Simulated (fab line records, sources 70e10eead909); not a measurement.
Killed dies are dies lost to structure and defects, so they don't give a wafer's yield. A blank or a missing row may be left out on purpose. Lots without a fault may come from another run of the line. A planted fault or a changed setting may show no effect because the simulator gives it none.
A struck lot beside a sound one | flow nand_harc | 36 steps out of a route of 1302
Sound: wafers L887.2, L887.3, L887.5. Struck: wafers L896.1, L896.4, L896.6. The cause comes at the end.
At each step with rows: each side's tool, then ch and its chambers, then its first start. Under that, the readings that differ: sound wafers | struck wafers | difference of the means | sigmas: that difference in standard deviations of wafers without a fault.
alike: readings whose means differ by less than 2 such deviations, and words and numbers that are the same on both sides. not compared: withheld readings, readings that some wafer has no value for, bounds like >300 that may hide the same value, and numbers for which the record gives no deviation and whose values overlap.
The two part at a step that has a row with sigmas, a row that says differs or no value, or rows on one side only. Numbers that don't overlap but have no deviation are shown without sigmas and don't part them. A reading that every wafer of one side lacks parts them only if that side has two wafers or more.

first, 6 steps without rows for these wafers: NHARC_A_WL_FILL_STRIP_27 (strips in N2/H2, time 20 s); NHARC_A_WL_FILL_STRIP_28 (strips in post etch residue remover, time 1200 s); NHARC_A_WL_FILL_PRECLEAN_06 (cleans in DIW, time 300 s); NHARC_A_WL_FILL_SRD_07; NHARC_A_WL_FILL_ANNEAL_08 (time 1800 s); NHARC_A_WL_FILL_ALD_10 (deposits SiO2, target thk 50 nm, pulse time 10 s, ald cycles 500).
NHARC_A_WL_FILL_ETCHBACK_16: etches the open film in C4F8/O2/Ar, target depth 120 nm, time 24 s.
  sound on rie_diel-13 ch 0,1,3; struck on rie_diel-04 ch 0,1
  reading      | sound       | struck      | difference | sigmas
  rf_vpp_V (V) | 716 716 716 | 730 723 725 | +10        | +2
  alike: oes_product_au
  not compared: rf_hours_counter_h
then, 4 steps without rows for these wafers: NHARC_A_WL_FILL_STRIP_29 (strips in O2, time 20 s); NHARC_A_WL_FILL_ETCHBACK_17 (etches the open film in Cl2/BCl3, target depth 4 nm, time 26.7 s); NHARC_A_WL_FILL_PRECLEAN_18 (cleans in dHF, time 30 s); NHARC_A_WL_FILL_SRD_21.
NHARC_A_WL_FILL_CVD_23: deposits poly-Si, target thk 40 nm, time 800 s.
  sound on lpcvd_poly-02 ch 0, day 24 08:20; struck on lpcvd_poly-02 ch 0, day 28 06:41
  alike: zone_power_lower_pct
NHARC_A_WL_FILL_ETCHBACK_26: etches the open film in HBr, target depth 52 nm, time 13.3 s.
  sound on rie_si-06 ch 1,3, day 24 10:53; struck on rie_si-04 ch 0,1,2, day 28 09:19
  alike: drypump_motor_current_A, oes_product_au, throttle_valve_pct
  not compared: rf_hours_counter_h
then, 2 steps without rows for these wafers: NHARC_A_WL_FILL_PRECLEAN_30 (cleans in dHF, time 10 s); NHARC_A_WL_FILL_SRD_14.
NHARC_A_WL_FILL_ALD_19: deposits TiN, target thk 2 nm, pulse time 3 s, ald cycles 100.
  sound on ald_metal-02 ch 0,2, day 24 11:12; struck on ald_metal-01 ch 0,1, day 28 09:38
  alike: heater_power_w, precursor_pulse_height_rel
then, 5 steps without rows for these wafers: NHARC_A_WL_FILL_CVD_20 (deposits W, target thk 100 nm, time 74 s); NHARC_A_WL_FILL_CMP_12 (polishes, t overpolish 30 s, target thk 100 nm); NHARC_A_WL_FILL_SRD_31; NHARC_A_CONTACT_DEP_24 (deposits SiO2, target thk 500 nm); NHARC_A_CONTACT_DEP_28 (deposits aC, target thk 7000 nm).
NHARC_A_CONTACT_DEP_29: deposits SiON, target thk 100 nm.
  sound on pecvd-03 ch 0,1, day 24 19:06; struck on pecvd-03 ch 1,2, day 28 17:07
  alike: heater_power_w
then, 10 steps without rows for these wafers: NHARC_A_CONTACT_DEHYDRATE_32 (time 120 s); NHARC_A_CONTACT_HMDS_33 (time 30 s); NHARC_A_CONTACT_COAT_34 (time 75 s); NHARC_A_CONTACT_COAT_35 (time 65 s); NHARC_A_CONTACT_COAT_36 (resist thk 90 nm); NHARC_A_CONTACT_SOFTBAKE_37 (time 55 s); NHARC_A_CONTACT_EBR_38; NHARC_A_CONTACT_EXPOSE_39 (exposes mask A CC 3); NHARC_A_CONTACT_PEB_40 (peb time 65 s); NHARC_A_CONTACT_DEVELOP_41 (develop time 35 s).
NHARC_A_CONTACT_CD_MEAS_42: target cd 300 nm.
  sound on cd_sem-01 ch 0, day 24 19:50; struck on cd_sem-02 ch 0, day 28 17:43
  alike: cd_nm
NHARC_A_CONTACT_OVL_MEAS_43:
  sound on overlay-01, day 24 19:55; struck on overlay-01, day 28 17:47
  alike: overlay_x_nm, overlay_y_nm
NHARC_A_CONTACT_DESCUM_47: chemistry O2, time 3 s.
  sound on rie_diel-08 ch 0,2,3, day 24 20:01; struck on rie_diel-12 ch 2,3, day 28 17:53
  alike: drypump_motor_current_A, oes_product_au, rf_vpp_V, showerhead_plenum_p_Torr, throttle_valve_pct
  not compared: rf_hours_counter_h
-- the record jumps here: 3 days lie between the struck wafers' starts before and after (it left off in module A_CONTACT and takes up again in module END, whose first step shown is number 1302 of the route) --
NHARC_END_SORT_01:
  the record has rows for the struck wafers here (prober-02 ch 0, day 31 17:10) and none for the sound ones

WHERE THEY PART
First at NHARC_A_WL_FILL_ETCHBACK_16; last, within this record, at NHARC_END_SORT_01.

WHY: what the simulator had put in
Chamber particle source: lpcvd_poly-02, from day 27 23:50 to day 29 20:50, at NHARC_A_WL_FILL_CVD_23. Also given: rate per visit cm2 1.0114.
